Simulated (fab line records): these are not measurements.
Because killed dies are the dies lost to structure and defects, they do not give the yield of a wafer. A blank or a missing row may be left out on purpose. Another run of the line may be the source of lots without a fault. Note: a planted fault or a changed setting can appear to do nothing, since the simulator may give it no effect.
Lot-split experiment | flow n5-finfet | on a route of 1938 steps: 7 lots, 21 wafers read

== THE SPLIT ==
At N5_BEOL_M1_PECVD_72 (deposits SiO2 from TEOS/O2, target thk 16 nm, time 18 s), the setting time-s was moved away from the recipe's 18 s on 4 of the 21 wafers read, by -12.9% to +12.6%. All remaining wafers had this setting at the recipe value.

The split's own step is where the reading is taken.

== THE READING ==
SiO2_of_BEOL_M1_PECVD_72.thk-nm (the simulator's own value, which no gauge read), in nm, at N5_BEOL_M1_PECVD_72 (deposits SiO2 from TEOS/O2, target thk 16 nm, time 18 s). The file does not state a usual value for it. The 17 wafers here that ran the recipe average 15.9 nm, standard deviation 0.26 nm.

wafer  | tool, chamber at the split | time-s as run, s | against the recipe | SiO2_of_BEOL_M1_PECVD_72.thk-nm, nm | against lot-mates on the recipe
L082.4 | pecvd-02, 2,0,1            | 18               | recipe             | 16                                  | -
L082.5 | pecvd-02, 2,0,1            | 18               | recipe             | 16                                  | -
L082.6 | pecvd-02, 2,0,1            | 18               | recipe             | 16                                  | -
L088.2 | pecvd-04, 2,1              | 18               | recipe             | 15.6                                | -
L088.3 | pecvd-04, 2,1              | 18               | recipe             | 15.6                                | -
L088.5 | pecvd-04, 0                | 18               | recipe             | 16                                  | -
L092.3 | pecvd-02, 2                | 18               | recipe             | 16                                  | -
L092.4 | pecvd-02, 0                | 18               | recipe             | 16.4                                | -
L092.6 | pecvd-02, 2                | 18               | recipe             | 16.2                                | -
L090.2 | pecvd-02, 0                | 18               | recipe             | 15.6                                | -
L090.4 | pecvd-02, 2                | 16.85            | -6.4%              | 15                                  | -0.9
L090.6 | pecvd-02, 0                | 18               | recipe             | 16.2                                | -
L091.1 | pecvd-04, 1                | 18               | recipe             | 15.4                                | -
L091.4 | pecvd-04, 0                | 18               | recipe             | 15.8                                | -
L091.6 | pecvd-04, 1                | 18               | recipe             | 16                                  | -
L096.1 | pecvd-03, 0                | 18               | recipe             | 16                                  | -
L096.3 | pecvd-03, 2                | 18               | recipe             | 15.6                                | -
L096.5 | pecvd-03, 1                | 15.67            | -12.9%             | 14.4                                | -1.4
L095.1 | pecvd-02, 0                | 20.27            | +12.6%             | 17.8                                | +1.8
L095.2 | pecvd-02, 2                | 18               | recipe             | 16                                  | -
L095.5 | pecvd-02, 1                | 20.27            | +12.6%             | 18.2                                | +2.2
The file does not say which wafer passed through which chamber wherever a row lists several chambers: such a row stands for several wafers.

THE FIT
A straight line over all 21 wafers: SiO2_of_BEOL_M1_PECVD_72.thk-nm changes by +0.148 nm for each +1% of time-s; r = +0.94; the points scatter about the line by 0.28 nm.
The same after taking each lot's own level away (the mean of its wafers on the recipe; 21 wafers): +0.141 nm for each +1%; r = +0.96; scatter 0.22 nm.
That fit puts the effect of the largest move of time-s on the reading at 1.8 nm.
From 15.73 to 16.20 nm: that is the span of the lots' own levels, equal to 1.8 times the standard deviation above.
Hence the lot-to-lot level has little effect on the slope; both slopes agree.
Check: with one of the wafers moved furthest among these (-12.9%) left out of the fit, the line predicts -2.01 nm for it against its lot-mates. Against them it came out at -1.4 nm.

== FURTHER SPLITS ON THESE WAFERS ==
Before the reading, these wafers also passed through other splits. Each is held against what the fit with the lots' levels taken away leaves over:
other split on the same wafers | wafers away from the commonest value | r with SiO2_of_BEOL_M1_PECVD_72.thk-nm (lot level and that fit taken away)
N5_BEOL_M1_ILD_DEP_00 time-s   | 8                                    | +0.23

== THE FILE'S OWN FIT ==
SiO2_of_BEOL_M1_PECVD_72.thk-nm changes by +0.134 nm for each +1% of time-s, r = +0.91.
